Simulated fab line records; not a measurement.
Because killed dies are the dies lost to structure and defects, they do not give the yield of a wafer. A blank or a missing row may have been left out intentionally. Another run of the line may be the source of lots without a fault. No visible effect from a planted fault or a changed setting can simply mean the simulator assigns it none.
Which of the tools did it? ; flow nand_harc ; Sampling: 6 lots, 18 wafers, 5 of 1159 route steps

WHAT EACH GAUGE READ, for each wafer
NHARC_END_SORT_01.
lot;measured;on;defect_limited_yield (%)
L992;day 23 09:42;prober-01;95.0 94.2 95.4

TOOL THAT RAN EACH LOT (tool first, then ch and the chambers of the sampled wafers, then the start)
lot;NHARC_P_CONTACT_ALD_22;NHARC_P_M0_SOFTBAKE_04;NHARC_P_M0_ETCH_34;NHARC_P_M0_ETCH_15
L977;ald_metal-04 ch 0,2, day 5 22:37;litho_track-04 ch 0, day 6 03:00;rie_diel-03 ch 0,1,2, day 6 04:33;rie_diel-03 ch 2,3, no start
L979;ald_metal-01 ch 0,2,3, day 6 12:29;litho_track-01 ch 0, day 6 19:00;rie_diel-05 ch 0,2,3, day 6 20:09;rie_diel-05 ch 1,2,3, no start
L982;ald_metal-01 ch 0,1,2, day 7 04:16;litho_track-06 ch 0, day 7 15:00;rie_diel-10 ch 0,2,3, day 7 16:19;rie_diel-10 ch 1,2, no start
L992;ald_metal-03 ch 0,1,3, day 9 12:08;litho_track-04 ch 0, day 9 18:00;rie_diel-10 ch 0,1,3, day 9 19:23;rie_diel-10 ch 0,1,2, day 23 09:42 or earlier
L996;ald_metal-01 ch 0,3, day 10 07:37;litho_track-01 ch 0, day 10 09:00;rie_diel-03 ch 0,1,3, day 10 09:55;rie_diel-03 ch 0,1,3, no start
L998;ald_metal-03 ch 1,2,3, day 11 00:24;litho_track-06 ch 0, day 11 02:00;rie_diel-05 ch 0,1,3, day 11 02:51;rie_diel-05 ch 0,2,3, no start
- NHARC_P_CONTACT_ALD_22: deposits TiN, target thk 3 nm, pulse time 1 s, ald cycles 150.
- NHARC_P_M0_SOFTBAKE_04: time 55 s.
- NHARC_P_M0_ETCH_34: etches the open film in N2/H2, target depth 40 nm, overetch 12 nm, time 43.94 s.
- NHARC_P_M0_ETCH_15: etches the open film in C4F8/Ar, target depth 150 nm, overetch 15 nm, time 82.5 s.

THE ANSWER, worked out from the rows above alone
Rule: the lots themselves supply what counts as usual. Put in order of their means at a reading, lots are off if they are a third of the lots or fewer, leave a main group of 4 or more, and stand apart from it by a gap of 3 or more times the standard deviation of the main group's means; of several such gaps the widest counts. A main group is skipped when, at the precision printed for the reading in the tables above, its means are all equal. Also off: a lot with no number at a reading for which 4 or more lots have one. Where the step has rows for the other lots, those lots are counted as sound.
None of the lots is off at any reading shown; this tells nothing.

WHAT WAS PUT IN BY THE SIMULATOR
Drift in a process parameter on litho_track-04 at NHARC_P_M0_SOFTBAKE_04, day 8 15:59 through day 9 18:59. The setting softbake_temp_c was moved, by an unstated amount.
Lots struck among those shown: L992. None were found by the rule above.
